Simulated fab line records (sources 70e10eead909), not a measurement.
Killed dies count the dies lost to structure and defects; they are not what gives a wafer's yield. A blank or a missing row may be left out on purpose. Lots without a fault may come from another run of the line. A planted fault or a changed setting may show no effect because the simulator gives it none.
Matching of chambers -- flow nand harc -- cmp-01 running NHARC_P_CONTACT_CMP_01: 4 sister chambers
The step polishes SiO2, target thk 200 nm. 4 wafers are shown with their chamber, then 8 later ones without.

EACH WAFER AND ITS CHAMBER
wafer,chamber,motor current A (A)
L077.6,0,10.3
L084.6,1,11.4
L088.5,3,11.9
L090.1,2,12.4

WAFERS WITHOUT THEIR CHAMBER
wafer,motor current A (A)
L090.2,9.7
L090.4,12.4
L092.1,13.0
L092.5,12.7
L092.6,12.0
L093.1,10.9
L093.2,9.7
L093.3,12.6

CHAMBER TAKEN BY EACH
wafer,from the rows above,in truth
L090.2,0,0
L090.4,can't be placed: 2 or 3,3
L092.1,can't be placed: 2 or 3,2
L092.5,can't be placed: 2 or 3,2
L092.6,can't be placed: 3 or 2 or 1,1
L093.1,can't be placed: 1 or 0 or 3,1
L093.2,0,0
L093.3,can't be placed: 2 or 3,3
Placed correctly: 2 of 8. From these rows, 6 cannot be placed; in 6 the true chamber is one of the candidates. 0 placed wrongly.
How it was worked out, from the rows above alone: a wafer's distance from a chamber is the root of the sum, over the readings, of the square of ((its reading less the chamber's mean) divided by the reading's scatter). If the next closest chamber is less than 2 further off than the closest, the wafer can't be placed; otherwise it belongs to the closest. A chamber's mean is the mean of its shown wafers. The scatter: with one shown wafer a chamber, the root of the mean of the squares of how far each hidden wafer lies from its nearest shown one.
